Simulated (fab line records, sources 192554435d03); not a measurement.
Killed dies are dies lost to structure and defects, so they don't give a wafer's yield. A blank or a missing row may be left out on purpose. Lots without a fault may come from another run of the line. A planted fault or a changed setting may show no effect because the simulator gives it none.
Chamber matching | flow n5_finfet | N5_ILD0_LINER_00 on ald_sin-03: 3 sister chambers
The step material SiNx, target thk 4 nm, pulse time 1 s, purge time 2 s. 6 wafers are shown with their chamber, then 7 later ones without.

WAFERS WITH THEIR CHAMBER
wafer  | chamber | heater_power_w (W) | precursor_pulse_height_rel
L075.2 | 3       | 886                | 0.995
L076.2 | 3       | 891                | 0.987
L080.5 | 2       | 773                | 1.006
L080.6 | 1       | 695                | 0.982
L088.3 | 1       | 670                | 1.040
L088.5 | 2       | 777                | 1.048

WAFERS WITHOUT THEIR CHAMBER
wafer  | heater_power_w (W) | precursor_pulse_height_rel
L088.6 | 685                | 0.986
L090.2 | 772                | 0.976
L090.4 | 873                | 0.977
L090.6 | 871                | 1.029
L094.2 | 756                | 0.992
L094.3 | 684                | 1.044
L094.5 | 755                | 0.980

WHICH CHAMBER EACH WENT THROUGH
wafer  | from the rows above | in truth
L088.6 | 1                   | 1
L090.2 | 2                   | 2
L090.4 | 3                   | 3
L090.6 | 3                   | 3
L094.2 | 2                   | 2
L094.3 | 1                   | 1
L094.5 | 2                   | 2
Placed correctly: 7 of 7. Can't be placed from these rows: 0. Placed wrongly: 0.
How it was worked out, from the rows above alone: a wafer's distance from a chamber is the root of the sum, over the readings, of the square of ((its reading less the chamber's mean) divided by the reading's scatter). The wafer belongs to the nearest chamber; if the next one is less than 2 further off, it can't be placed. A chamber's mean is the mean of its shown wafers. The scatter: the root of (the sum of the squares of (reading less its chamber's mean) over the shown wafers, divided by (wafers less chambers)).
